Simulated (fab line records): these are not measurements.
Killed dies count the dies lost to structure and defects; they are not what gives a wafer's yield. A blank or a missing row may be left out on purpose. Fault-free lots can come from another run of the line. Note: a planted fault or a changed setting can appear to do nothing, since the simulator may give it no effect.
Matching of chambers / flow nand-harc / NHARC_P_CONTACT_ALD_22 on ald-metal-02 has 4 sister chambers
The step deposits TiN, target thk 3 nm, pulse time 1 s, ald cycles 150. 8 wafers are shown with their chamber, then 10 later ones without.

## WAFERS WITH THEIR CHAMBER
wafer=L085.4; chamber=2; heater-power-w (W)=977; precursor-pulse-height-rel=1.020
wafer=L088.5; chamber=1; heater-power-w (W)=1203; precursor-pulse-height-rel=0.974
wafer=L088.6; chamber=2; heater-power-w (W)=895; precursor-pulse-height-rel=0.982
wafer=L091.2; chamber=0; heater-power-w (W)=1120; precursor-pulse-height-rel=0.989
wafer=L091.3; chamber=1; heater-power-w (W)=1202; precursor-pulse-height-rel=1.020
wafer=L091.4; chamber=3; heater-power-w (W)=938; precursor-pulse-height-rel=0.988
wafer=L093.2; chamber=3; heater-power-w (W)=952; precursor-pulse-height-rel=0.995
wafer=L093.4; chamber=0; heater-power-w (W)=1110; precursor-pulse-height-rel=0.972

## WAFERS MISSING THEIR CHAMBER
wafer=L093.5; heater-power-w (W)=1172; precursor-pulse-height-rel=0.978
wafer=L094.1; heater-power-w (W)=1172; precursor-pulse-height-rel=1.016
wafer=L094.3; heater-power-w (W)=1136; precursor-pulse-height-rel=1.002
wafer=L094.5; heater-power-w (W)=1125; precursor-pulse-height-rel=0.957
wafer=L095.2; heater-power-w (W)=1142; precursor-pulse-height-rel=0.999
wafer=L095.4; heater-power-w (W)=1158; precursor-pulse-height-rel=0.971
wafer=L095.6; heater-power-w (W)=1123; precursor-pulse-height-rel=0.986
wafer=L097.2; heater-power-w (W)=1138; precursor-pulse-height-rel=0.995
wafer=L097.3; heater-power-w (W)=1220; precursor-pulse-height-rel=1.025
wafer=L097.4; heater-power-w (W)=917; precursor-pulse-height-rel=0.961

## CHAMBER TAKEN BY EACH
wafer=L093.5; from the rows above=can't be placed: 1 or 0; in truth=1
wafer=L094.1; from the rows above=can't be placed: 1 or 0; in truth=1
wafer=L094.3; from the rows above=can't be placed: 0 or 1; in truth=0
wafer=L094.5; from the rows above=0; in truth=0
wafer=L095.2; from the rows above=can't be placed: 0 or 1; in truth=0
wafer=L095.4; from the rows above=can't be placed: 0 or 1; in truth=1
wafer=L095.6; from the rows above=0; in truth=0
wafer=L097.2; from the rows above=can't be placed: 0 or 1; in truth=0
wafer=L097.3; from the rows above=1; in truth=1
wafer=L097.4; from the rows above=can't be placed: 3 or 2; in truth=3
3 of 10 placed correctly. Not placeable from these rows: 7 (in 7, the candidates include the true chamber). 0 placed wrongly.
How it was worked out, from the rows above alone: a wafer's distance from a chamber is the root of the sum, over the readings, of the square of ((its reading less the chamber's mean) divided by the reading's scatter). If the next closest chamber is less than 2 further off than the closest, the wafer can't be placed; otherwise it belongs to the closest. Each chamber's mean is taken over the wafers shown for it. The scatter: the root of (the sum of the squares of (reading less its chamber's mean) over the shown wafers, divided by (wafers less chambers)).
